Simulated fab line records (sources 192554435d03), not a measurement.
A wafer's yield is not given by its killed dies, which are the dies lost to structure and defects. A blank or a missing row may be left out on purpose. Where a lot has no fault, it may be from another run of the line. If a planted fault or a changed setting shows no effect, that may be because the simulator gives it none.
Split-lot trial || flow n5_finfet || route with 1938 steps; 7 lots, 21 wafers read

## ON THE SPLIT
At N5_BEOL_M14_TRENCH_ETCH_34 (etches SiO2 in C4F8/O2/Ar, target depth 556.65 nm, time 126.9 s), the setting bias_w was moved away from the recipe's 2040 W on 4 of the 21 wafers read, by -12.8% to +17.7%. For the rest of the wafers, this setting stayed at what the recipe calls for.

The split's own step is where the reading is taken.

## THE READING
rf_vpp_V, in V, at N5_BEOL_M14_TRENCH_ETCH_34 (etches SiO2 in C4F8/O2/Ar, target depth 556.65 nm, time 126.9 s). On this fab line, fault-free wafers typically give 2245 V with a standard deviation of 48 V.

{"wafer": "L076.1", "tool, chamber at the split": "rie_diel-03, 2", "bias_w as run, W": 2040, "against the recipe": "recipe", "rf_vpp_V, V": 2231, "against lot-mates on the recipe": "-"}
{"wafer": "L076.4", "tool, chamber at the split": "rie_diel-03, 0", "bias_w as run, W": 2040, "against the recipe": "recipe", "rf_vpp_V, V": 2230, "against lot-mates on the recipe": "-"}
{"wafer": "L076.6", "tool, chamber at the split": "rie_diel-03, 0", "bias_w as run, W": 2040, "against the recipe": "recipe", "rf_vpp_V, V": 2230, "against lot-mates on the recipe": "-"}
{"wafer": "L079.1", "tool, chamber at the split": "rie_diel-03, 1", "bias_w as run, W": 2040, "against the recipe": "recipe", "rf_vpp_V, V": 2290, "against lot-mates on the recipe": "-"}
{"wafer": "L079.3", "tool, chamber at the split": "rie_diel-03, 0", "bias_w as run, W": 2040, "against the recipe": "recipe", "rf_vpp_V, V": 2231, "against lot-mates on the recipe": "-"}
{"wafer": "L079.6", "tool, chamber at the split": "rie_diel-03, 3", "bias_w as run, W": 2040, "against the recipe": "recipe", "rf_vpp_V, V": 2315, "against lot-mates on the recipe": "-"}
{"wafer": "L080.1", "tool, chamber at the split": "rie_diel-04, 3", "bias_w as run, W": 2040, "against the recipe": "recipe", "rf_vpp_V, V": 2188, "against lot-mates on the recipe": "-"}
{"wafer": "L080.3", "tool, chamber at the split": "rie_diel-04, 1", "bias_w as run, W": 2040, "against the recipe": "recipe", "rf_vpp_V, V": 2145, "against lot-mates on the recipe": "-"}
{"wafer": "L080.4", "tool, chamber at the split": "rie_diel-04, 0", "bias_w as run, W": 1778, "against the recipe": "-12.8%", "rf_vpp_V, V": 2019, "against lot-mates on the recipe": -148}
{"wafer": "L082.2", "tool, chamber at the split": "rie_diel-01, 0", "bias_w as run, W": 1862, "against the recipe": "-8.7%", "rf_vpp_V, V": 2087, "against lot-mates on the recipe": -136}
{"wafer": "L082.3", "tool, chamber at the split": "rie_diel-01, 2", "bias_w as run, W": 2040, "against the recipe": "recipe", "rf_vpp_V, V": 2221, "against lot-mates on the recipe": "-"}
{"wafer": "L082.5", "tool, chamber at the split": "rie_diel-01, 0", "bias_w as run, W": 2040, "against the recipe": "recipe", "rf_vpp_V, V": 2226, "against lot-mates on the recipe": "-"}
{"wafer": "L086.2", "tool, chamber at the split": "rie_diel-03, 3", "bias_w as run, W": 2040, "against the recipe": "recipe", "rf_vpp_V, V": 2315, "against lot-mates on the recipe": "-"}
{"wafer": "L086.3", "tool, chamber at the split": "rie_diel-03, 2", "bias_w as run, W": 2040, "against the recipe": "recipe", "rf_vpp_V, V": 2230, "against lot-mates on the recipe": "-"}
{"wafer": "L086.5", "tool, chamber at the split": "rie_diel-03, 0", "bias_w as run, W": 2040, "against the recipe": "recipe", "rf_vpp_V, V": 2231, "against lot-mates on the recipe": "-"}
{"wafer": "L089.2", "tool, chamber at the split": "rie_diel-03, 0", "bias_w as run, W": 2040, "against the recipe": "recipe", "rf_vpp_V, V": 2230, "against lot-mates on the recipe": "-"}
{"wafer": "L089.4", "tool, chamber at the split": "rie_diel-03, 2", "bias_w as run, W": 2402, "against the recipe": "+17.7%", "rf_vpp_V, V": 2491, "against lot-mates on the recipe": "+261"}
{"wafer": "L089.6", "tool, chamber at the split": "rie_diel-03, 2", "bias_w as run, W": 2402, "against the recipe": "+17.7%", "rf_vpp_V, V": 2493, "against lot-mates on the recipe": "+263"}
{"wafer": "L090.1", "tool, chamber at the split": "rie_diel-01, 0", "bias_w as run, W": 2040, "against the recipe": "recipe", "rf_vpp_V, V": 2225, "against lot-mates on the recipe": "-"}
{"wafer": "L090.5", "tool, chamber at the split": "rie_diel-01, 0", "bias_w as run, W": 2040, "against the recipe": "recipe", "rf_vpp_V, V": 2224, "against lot-mates on the recipe": "-"}
{"wafer": "L090.6", "tool, chamber at the split": "rie_diel-01, 1", "bias_w as run, W": 2040, "against the recipe": "recipe", "rf_vpp_V, V": 2234, "against lot-mates on the recipe": "-"}

FIT RESULTS
A straight line over all 21 wafers: rf_vpp_V changes by +15.2 V for each +1% of bias_w; r = +0.94; the points scatter about the line by 38 V.
The same after taking each lot's own level away (the mean of its wafers on the recipe; 21 wafers): +14.2 V for each +1%; r = +0.97; scatter 24 V.
According to that fit, moving bias_w by its largest amount changes the reading by 2.5e+02 V.
The span of the lots' own levels, 2166.5 to 2278.7 V, comes to 2.3 times the standard deviation stated above.
The two slopes are in agreement: the lot-to-lot level therefore moves the slope only a little.
Check: +249 V against its lot-mates is what the line predicts for one of the wafers moved furthest among these (+17.7%) when that wafer is left out of the fit. Against them it came out at +261 V.
Tool readings at the split's step, against how far the setting was moved: rf_vpp_V r = +0.94.

## FURTHER SPLITS ON THESE WAFERS
Note: prior to the reading, these wafers also went through further splits. Each is held against what the fit with the lots' levels taken away leaves over:
{"other split on the same wafers": "N5_BEOL_M14_PEB_26 peb_temp_c", "wafers away from the commonest value": 6, "r with rf_vpp_V (lot level and that fit taken away)": "+0.00"}

## FILE'S OWN FIT
rf_vpp_V changes by +13.9 V for each +1% of bias_w, r = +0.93.
